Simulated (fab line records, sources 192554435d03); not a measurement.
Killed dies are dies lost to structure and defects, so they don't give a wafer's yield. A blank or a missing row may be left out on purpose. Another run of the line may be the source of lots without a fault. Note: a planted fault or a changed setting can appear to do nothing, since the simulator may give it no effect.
Split-lot experiment    flow n5 finfet    route with 1938 steps; 7 lots, 21 wafers read

ON THE SPLIT
At N5_BEOL_M3_PECVD_72 (deposits SiO2 from TEOS/O2, target thk 16 nm, time 18 s), the setting time s was moved away from the recipe's 18 s on 9 of the 21 wafers read, by -9.4% to +5.3%. The other wafers ran this setting at the recipe's value.

FROM THE SPLIT TO THE READING: what the file shows between them, 3 steps
- N5_BEOL_M3_HM_DEP_02: deposits TiN, target thk 20 nm
- N5_BEOL_M3_COAT_61: time 60 s, resist thk 60 nm
- N5_BEOL_M3_STRIP_97: strips in N2/H2, time 10 s

THE READING
SiO2_of_BEOL_M3_PECVD_72.thk nm (the simulator's own value, which no gauge read), in nm, at N5_BEOL_M3_HM_STRIP_39 (strips TiN in peroxide tin strip, target depth 25 nm, time 158 s). The file gives no usual value for it. Average 16.0 nm, standard deviation 0.3 nm, over the 12 wafers here run with the recipe.

wafer   tool, chamber at the split  time s as run, s  against the recipe  SiO2_of_BEOL_M3_PECVD_72.thk nm, nm  against lot-mates on the recipe
L076.1  pecvd-02, 2,0               18                recipe              15.6                                 -
L076.3  pecvd-02, 2,0               18                recipe              15.6                                 -
L076.4  pecvd-02, 1                 18                recipe              16                                   -
L086.2  pecvd-01, 2                 17.02             -5.4%               15                                   -1.0
L086.3  pecvd-01, 0                 17.02             -5.4%               14.6                                 -1.4
L086.4  pecvd-01, 2                 18                recipe              16                                   -
L087.1  pecvd-01, 2                 16.3              -9.4%               14.2                                 no lot-mate on the recipe
L087.2  pecvd-01, 1                 16.3              -9.4%               14.6                                 no lot-mate on the recipe
L087.6  pecvd-01, 0                 16.3              -9.4%               14.6                                 no lot-mate on the recipe
L089.1  pecvd-01, 1                 18.71             +3.9%               17                                   +0.5
L089.4  pecvd-01, 2,1               18                recipe              16.6                                 -
L089.5  pecvd-01, 2,1               18                recipe              16.4                                 -
L090.2  pecvd-04, 2                 18                recipe              15.6                                 -
L090.4  pecvd-04, 2                 18.83             +4.6%               16.6                                 +0.9
L090.5  pecvd-04, 1                 18                recipe              15.8                                 -
L092.2  pecvd-04, 2                 18.95             +5.3%               16.4                                 +0.4
L092.3  pecvd-04, 1                 18                recipe              16                                   -
L092.4  pecvd-04, 1                 18.95             +5.3%               17                                   +1.0
L094.1  pecvd-04, 1                 18                recipe              16                                   -
L094.6  pecvd-04, 1                 18                recipe              16                                   -
L094.5  pecvd-04, 0                 18                recipe              16.2                                 -
When a row names more than one chamber, that row covers several wafers, and the file does not tell which wafer ran in which chamber.

FIT RESULTS
A straight line over all 21 wafers: SiO2_of_BEOL_M3_PECVD_72.thk nm changes by +0.166 nm for each +1% of time s; r = +0.93; the points scatter about the line by 0.31 nm.
The same after taking each lot's own level away (the mean of its wafers on the recipe; 18 wafers): +0.178 nm for each +1%; r = +0.94; scatter 0.2 nm.
On that fit, the largest move of time s shifts the reading by 1.7 nm.
From 15.70 to 16.50 nm: that is the span of the lots' own levels, equal to 2.7 times the standard deviation above.
The two slopes are in agreement: the lot-to-lot level therefore moves the slope only a little.
Check: for one of the wafers moved furthest among these (-5.4%), held out of the fit, the line's prediction against its lot-mates is -1.04 nm. Against them it came out at -1 nm.

THESE WAFERS: OTHER SPLITS
Note: prior to the reading, these wafers also went through further splits. Each is held against what the fit with the lots' levels taken away leaves over:
other split on the same wafers     wafers away from the commonest value  r with SiO2_of_BEOL_M3_PECVD_72.thk nm (lot level and that fit taken away)
N5_BEOL_M0_CUTY_COAT_51 spin rpm   4                                     -0.28
N5_BEOL_M0_CUTY_DESCUM_61 time s   7                                     -0.47
N5_BEOL_M1_PECVD_72 time s         11                                    +0.31
N5_BEOL_M1_HM_DEP_02 target thk a  5                                     -0.19
N5_BEOL_M1_TRENCH_ETCH_37 bias w   4                                     -0.21
N5_BEOL_M2_ETCH_70 source w        4                                     +0.57
N5_BEOL_M2_VIA_ETCH_34 time s      7                                     -0.07
N5_BEOL_M2_DEP_57 time s           8                                     +0.22

THE WHOLE CHAIN: every reading that the file lists as answering this split, in the file's order
step                    what it does                                                      reading                                                                           change (the file's fit)                r (the file's)
N5_BEOL_M3_PECVD_72     deposits SiO2 from TEOS/O2, target thk 16 nm, time 18 s           SiO2_of_BEOL_M3_PECVD_72.thk nm (the simulator's own value, which no gauge read)  +0.188 nm for each +1% of the setting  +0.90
N5_BEOL_M3_HM_STRIP_39  strips TiN in peroxide tin strip, target depth 25 nm, time 158 s  SiO2_of_BEOL_M3_PECVD_72.thk nm (the simulator's own value, which no gauge read)  +0.173 nm for each +1% of the setting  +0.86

FILE'S OWN FIT
SiO2_of_BEOL_M3_PECVD_72.thk nm changes by +0.173 nm for each +1% of time s, r = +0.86.
